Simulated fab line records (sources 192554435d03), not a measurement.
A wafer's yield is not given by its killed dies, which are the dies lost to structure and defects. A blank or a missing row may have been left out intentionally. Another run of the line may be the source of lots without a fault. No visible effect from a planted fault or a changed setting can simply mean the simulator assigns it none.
Split-lot study | flow n5_finfet | 39 wafers read from 7 lots, route of 1938 steps

## ON THE SPLIT
At N5_WELL_APT_EXPOSE_05 (exposes mask NWELL, defocus 0 nm, target cd 200 nm), the setting dose_mj was moved away from the recipe's 20.3 on 12 of the 39 wafers read, by -5.2% to +4.6%. The other wafers ran this setting at the recipe's value.

## FROM THE SPLIT TO THE READING: what the file shows between them, 3 steps
- N5_WELL_APT_PEB_06: peb time 90 s
- N5_WELL_APT_DEVELOP_07: develop time 45 s
- N5_WELL_APT_HARDBAKE_12: time 120 s

## THE READING
cd_nm (nm) at N5_WELL_APT_CD_MEAS_08, where the cd target is 200 nm. Fault-free wafers of this fab line usually give 199.9 nm, standard deviation 1.7 nm.

wafer  | tool, chamber at the split | dose_mj as run | against the recipe | cd_nm, nm | against lot-mates on the recipe
L078.1 | krf_scanner-02, 0          | 19.25          | -5.2%              | 193.4     | -8.5
L078.2 | krf_scanner-02, 0          | 19.25          | -5.2%              | 196.0     | -5.9
L078.3 | krf_scanner-02, 0          | 20.3           | recipe             | 202.6     | -
L078.4 | krf_scanner-02, 0          | 20.3           | recipe             | 202.1     | -
L078.5 | krf_scanner-02, 0          | 19.25          | -5.2%              | 192.8     | -9.1
L078.6 | krf_scanner-02, 0          | 20.3           | recipe             | 200.9     | -
L081.1 | krf_scanner-02, 0          | 21.23          | +4.6%              | 207.0     | +7.7
L081.2 | krf_scanner-02, 0          | 20.3           | recipe             | 199.7     | -
L081.3 | krf_scanner-02, 0          | 20.3           | recipe             | 200.4     | -
L081.4 | krf_scanner-02, 0          | 21.23          | +4.6%              | 210.0     | +10.7
L081.5 | krf_scanner-02, 0          | 20.3           | recipe             | 197.9     | -
L081.6 | krf_scanner-02, 0          | 21.23          | +4.6%              | 207.2     | +7.9
L083.1 | krf_scanner-01, 0          | 20.3           | recipe             | 201.7     | -
L083.2 | krf_scanner-01, 0          | 19.66          | -3.2%              | 195.9     | -3.4
L083.3 | krf_scanner-01, 0          | 20.3           | recipe             | 197.1     | -
L083.4 | krf_scanner-01, 0          | 20.3           | recipe             | 199.1     | -
L083.5 | krf_scanner-01, 0          | 19.66          | -3.2%              | 193.8     | -5.5
L083.6 | krf_scanner-01, 0          | 19.66          | -3.2%              | 193.8     | -5.5
L084.1 | krf_scanner-02, 0          | 21.16          | +4.2%              | 209.5     | +8.1
L084.2 | krf_scanner-02, 0          | 20.3           | recipe             | 201.7     | -
L084.3 | krf_scanner-02, 0          | 20.3           | recipe             | 202.2     | -
L084.4 | krf_scanner-02, 0          | 21.16          | +4.2%              | 206.6     | +5.2
L084.5 | krf_scanner-02, 0          | 20.3           | recipe             | 200.4     | -
L084.6 | krf_scanner-02, 0          | 21.16          | +4.2%              | 207.6     | +6.2
L086.2 | krf_scanner-01, 0          | 20.3           | recipe             | 202.0     | -
L086.3 | krf_scanner-01, 0          | 20.3           | recipe             | 200.4     | -
L086.6 | krf_scanner-01, 0          | 20.3           | recipe             | 199.4     | -
L092.1 | krf_scanner-02, 0          | 20.3           | recipe             | 201.7     | -
L092.2 | krf_scanner-02, 0          | 20.3           | recipe             | 202.1     | -
L092.3 | krf_scanner-02, 0          | 20.3           | recipe             | 200.0     | -
L092.4 | krf_scanner-02, 0          | 20.3           | recipe             | 200.6     | -
L092.5 | krf_scanner-02, 0          | 20.3           | recipe             | 199.4     | -
L092.6 | krf_scanner-02, 0          | 20.3           | recipe             | 200.6     | -
L095.1 | krf_scanner-02, 0          | 20.3           | recipe             | 200.7     | -
L095.2 | krf_scanner-02, 0          | 20.3           | recipe             | 197.1     | -
L095.3 | krf_scanner-02, 0          | 20.3           | recipe             | 199.3     | -
L095.4 | krf_scanner-02, 0          | 20.3           | recipe             | 197.7     | -
L095.5 | krf_scanner-02, 0          | 20.3           | recipe             | 198.1     | -
L095.6 | krf_scanner-02, 0          | 20.3           | recipe             | 200.5     | -

FIT RESULTS
A straight line over all 39 wafers: cd_nm changes by +1.56 nm for each +1% of dose_mj; r = +0.92; the points scatter about the line by 1.7 nm.
The same after taking each lot's own level away (the mean of its wafers on the recipe; 39 wafers): +1.62 nm for each +1%; r = +0.95; scatter 1.3 nm.
According to that fit, moving dose_mj by its largest amount changes the reading by 8.4 nm.
From 198.90 to 201.87 nm: that is the span of the lots' own levels, equal to 1.7 times the standard deviation above.
The two slopes agree, so the slope changes little with the lot-to-lot level.
Check: -8.23 nm against its lot-mates is what the line predicts for one of the wafers moved furthest among these (-5.2%) when that wafer is left out of the fit. Against them it came out at -8.47 nm.

## THE WHOLE CHAIN: every reading that the file lists as answering this split, in the file's order
step                   | what it does             | reading                                                         | change (the file's fit)              | r (the file's)
N5_WELL_APT_CD_MEAS_08 | target cd 200 nm         | cd_nm                                                           | +1.62 nm for each +1% of the setting | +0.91
N5_WELL_APT_DESCUM_13  | chemistry O2, time 7.9 s | WELL_APT.cd_nm (the simulator's own value, which no gauge read) | +1.62 nm for each +1% of the setting | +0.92

## FILE'S OWN FIT
cd_nm changes by +1.62 nm for each +1% of dose_mj, r = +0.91.
